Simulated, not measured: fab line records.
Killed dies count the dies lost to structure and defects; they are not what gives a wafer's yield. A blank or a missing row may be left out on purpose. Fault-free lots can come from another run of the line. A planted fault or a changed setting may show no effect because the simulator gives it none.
Which tool was responsible?	flow nand_harc	6 lots, 18 wafers sampled, at 5 steps of a route of 1302

## WHAT EACH GAUGE READ, for each wafer
NHARC_END_SORT_01.
lot	measured	on	killed_at_array
L758	day 32 04:28	prober-01	54 53 62

## EACH LOT AND THE TOOL THAT RAN IT (in order: tool; ch and the chambers of the sampled wafers; start)
lot	NHARC_P_GATE_DEP_103	NHARC_P_GATE_ETCH_114	NHARC_P_GATE_ALD_36	NHARC_P_GATE_STRIP_101
L745	pecvd-02 ch 1,2, day 6 20:14	rie_diel-11 ch 0,1,3, day 6 22:15 or earlier	ald_sin-01 ch 1,2, day 6 22:15	rie_diel-08 ch 1,2,3, day 7 09:58
L753	pecvd-03 ch 0,1,2, day 9 23:34	rie_diel-11 ch 1,2,3, day 10 04:43 or earlier	ald_sin-02 ch 0,1,3, day 10 04:43	rie_diel-11 ch 2,3, day 10 11:11
L758	pecvd-01 ch 1,2, day 12 08:23	rie_diel-09 ch 1,2,3, day 12 12:28 or earlier	ald_sin-01 ch 0,1,2, day 12 12:28	rie_diel-11 ch 0,2,3, day 12 19:55
L760	pecvd-03 ch 1,2, day 12 22:38	rie_diel-08 ch 2,3, day 13 01:49 or earlier	ald_sin-04 ch 2,3, day 13 01:49	rie_diel-09 ch 2,3, day 13 10:21
L762	pecvd-02 ch 0,1,2, day 13 16:19	rie_diel-08 ch 1,2, day 13 18:26 or earlier	ald_sin-04 ch 0,1, day 13 18:26	rie_diel-09 ch 0,2,3, day 14 04:11
L764	pecvd-01 ch 0,1,2, day 14 20:42	rie_diel-08 ch 1,3, day 14 22:49 or earlier	ald_sin-01 ch 0,2, day 14 22:49	rie_diel-08 ch 0,2, day 15 08:27
- NHARC_P_GATE_DEP_103: deposits SiON, target thk 30 nm.
- NHARC_P_GATE_ETCH_114: etches the open film in CF4/O2, target depth 30 nm, overetch 3 nm, time 16.5 s.
- NHARC_P_GATE_ALD_36: deposits SiNx, target thk 20 nm, pulse time 60 s, ald cycles 223.
- NHARC_P_GATE_STRIP_101: strips in O2, time 20 s.

## THE ANSWER, worked out from the rows above alone
Rule: the lots themselves supply what counts as usual. Put in order of their means at a reading, lots are off if they are a third of the lots or fewer, leave a main group of 4 or more, and stand apart from it by a gap of 3 or more times the standard deviation of the main group's means; of several such gaps the widest counts. The tables above print the reading to a certain number of digits; a main group whose means all agree to those digits is not used. A lot without any number at a reading at which 4 lots or more have one is off too. All remaining lots with rows at the step are treated as sound.
None of the lots is off at any reading shown; this tells nothing.

## WHAT THE SIMULATOR PUT IN
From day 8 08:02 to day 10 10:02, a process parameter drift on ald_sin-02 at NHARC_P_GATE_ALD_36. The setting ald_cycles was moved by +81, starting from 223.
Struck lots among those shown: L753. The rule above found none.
